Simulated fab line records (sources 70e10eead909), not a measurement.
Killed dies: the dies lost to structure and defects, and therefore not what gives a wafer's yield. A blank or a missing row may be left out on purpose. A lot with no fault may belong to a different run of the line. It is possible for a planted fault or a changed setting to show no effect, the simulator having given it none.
Comparing a struck lot with a sound one ; flow nandHarc ; 14 out of 1302 route steps
Sound: these wafers, L143.3, L143.4, L143.6. Struck: wafers L157.2, L157.3, L157.6. At the end, the cause is stated.
Per side, at each step with rows, come the tool, then ch with its chambers, and then its first start. Under that, the readings that differ: sound wafers ; struck wafers ; difference of the means ; sigmas: that difference in standard deviations of wafers without a fault.
alike: a reading whose means differ by less than 2 such deviations, as well as words and numbers matching on both sides. not compared: withheld readings; readings where some wafer has no value; bounds like >300 that might hide an equal value; numbers whose values overlap and for which the record gives no deviation.
The two part at a step that has a row with sigmas, a row that says differs or no value, or rows on one side only. Numbers that don't overlap but have no deviation are shown without sigmas and don't part them. A reading missing from all wafers of one side parts the sides only when that side holds two or more wafers.

NHARC_A_STAIRCASE_ETCH_253: etches the open film in C4F8/O2, target depth 50 nm, time 20.2 s.
  sound on rieDiel-02 ch 0,1,3, day 17 03:20; struck on rieDiel-07 ch 2,3, day 23 11:32
  alike: oesProductAu, rfVppV
  not compared: rfHoursCounterH
NHARC_A_STAIRCASE_STRIP_254: strips in O2.
  sound on plasmaAsher-01 ch 0,1, day 17 03:31; struck on plasmaAsher-01 ch 0,1, day 23 11:40
  alike: drypumpMotorCurrentA, heaterPowerW
  not compared: rfHoursCounterH
then, 3 steps without rows for these wafers: NHARC_A_STAIRCASE_STRIP_255 (strips in SPM, time 900 s); NHARC_A_STAIRCASE_PRECLEAN_256 (cleans in SC1); NHARC_A_STAIRCASE_SRD_257.
NHARC_A_STAIRCASE_HM_DEP_456: deposits aC, target thk 3100 nm.
  sound on aclDep-03 ch 0, day 17 11:41; struck on aclDep-02 ch 0, day 23 12:46
reading;sound;struck;difference;sigmas
susceptorTempC (C);399.66 399.80 399.75;- - -;no value on the struck wafers;
  alike: throttleValvePct
NHARC_A_STAIRCASE_DEP_259: deposits SiON, target thk 30 nm.
  sound on pecvd-03 ch 0,1, day 17 12:56; struck on pecvd-03 ch 0,1,2, day 23 14:19
  alike: heaterPowerW, susceptorTempC
then, 5 steps without rows for these wafers: NHARC_A_STAIRCASE_DEHYDRATE_260 (time 120 s); NHARC_A_STAIRCASE_HMDS_261 (time 30 s); NHARC_A_STAIRCASE_COAT_262; NHARC_A_STAIRCASE_SOFTBAKE_263 (time 170 s); NHARC_A_STAIRCASE_EBR_264.
NHARC_A_STAIRCASE_EXPOSE_265: exposes mask CHOP 200.
  sound on krfScanner-02 ch 0, day 17 13:34; struck on krfScanner-01, day 23 14:55
  no value came back on the struck wafers for exposureDoseMJCm2, focusOffsetNm (nm); on the sound wafers exposureDoseMJCm2 reads 24.998 25.006 24.996
  alike: mask
then, 1 step without rows for these wafers: NHARC_A_STAIRCASE_PEB_266 (peb time 130 s).

WHERE THEY PART
First at NHARC_A_STAIRCASE_HM_DEP_456; last, within this record, at NHARC_A_STAIRCASE_EXPOSE_265.

WHY: the cause the simulator had injected
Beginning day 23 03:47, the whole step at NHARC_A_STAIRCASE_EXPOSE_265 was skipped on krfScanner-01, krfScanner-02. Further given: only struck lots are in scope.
